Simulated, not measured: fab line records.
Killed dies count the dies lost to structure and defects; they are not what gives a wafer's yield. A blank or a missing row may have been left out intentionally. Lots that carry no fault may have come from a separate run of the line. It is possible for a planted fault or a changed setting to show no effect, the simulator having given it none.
Matching of chambers + flow n5Finfet + N5_BEOL_M2_ETCH_69 on rieDiel-03: 4 sister chambers
The step etches SiARC in CF4, target depth 15.6 nm, time 26 s. 4 wafers are shown with their chamber, then 10 later ones without.

## WAFERS WITH THEIR CHAMBER
| wafer  | chamber | showerheadPlenumPTorr (Torr) |
|--------|---------|------------------------------|
| L086.1 | 0       | 2.03                         |
| L086.5 | 2       | 2.06                         |
| L090.3 | 1       | 2.19                         |
| L090.4 | 3       | 2.20                         |

## WAFERS MISSING THEIR CHAMBER
| wafer  | showerheadPlenumPTorr (Torr) |
|--------|------------------------------|
| L090.5 | 2.20                         |
| L093.1 | 2.18                         |
| L093.2 | 2.05                         |
| L093.3 | 2.19                         |
| L093.4 | 2.19                         |
| L093.5 | 2.18                         |
| L093.6 | 2.05                         |
| L095.2 | 2.19                         |
| L095.5 | 2.19                         |
| L095.6 | 2.05                         |

## CHAMBER TAKEN BY EACH
| wafer  | from the rows above     | in truth |
|--------|-------------------------|----------|
| L090.5 | can't be placed: 3 or 1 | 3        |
| L093.1 | can't be placed: 1 or 3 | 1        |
| L093.2 | can't be placed: 2 or 0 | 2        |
| L093.3 | can't be placed: 1 or 3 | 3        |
| L093.4 | can't be placed: 1 or 3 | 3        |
| L093.5 | can't be placed: 1 or 3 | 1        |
| L093.6 | can't be placed: 2 or 0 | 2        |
| L095.2 | can't be placed: 1 or 3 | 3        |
| L095.5 | can't be placed: 1 or 3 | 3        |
| L095.6 | can't be placed: 2 or 0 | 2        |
Correctly placed: 0 of 10. Unplaceable from these rows: 10, with the true chamber sitting among the candidates in 10. Number placed wrongly: 0.
How it was worked out, from the rows above alone: a wafer's distance from a chamber is the root of the sum, over the readings, of the square of ((its reading less the chamber's mean) divided by the reading's scatter). The wafer belongs to the nearest chamber; if the next one is less than 2 further off, it can't be placed. The mean given for a chamber averages the wafers shown for that chamber. The scatter: root of mean squared gap, hidden wafer to nearest shown wafer, with one shown wafer a chamber.
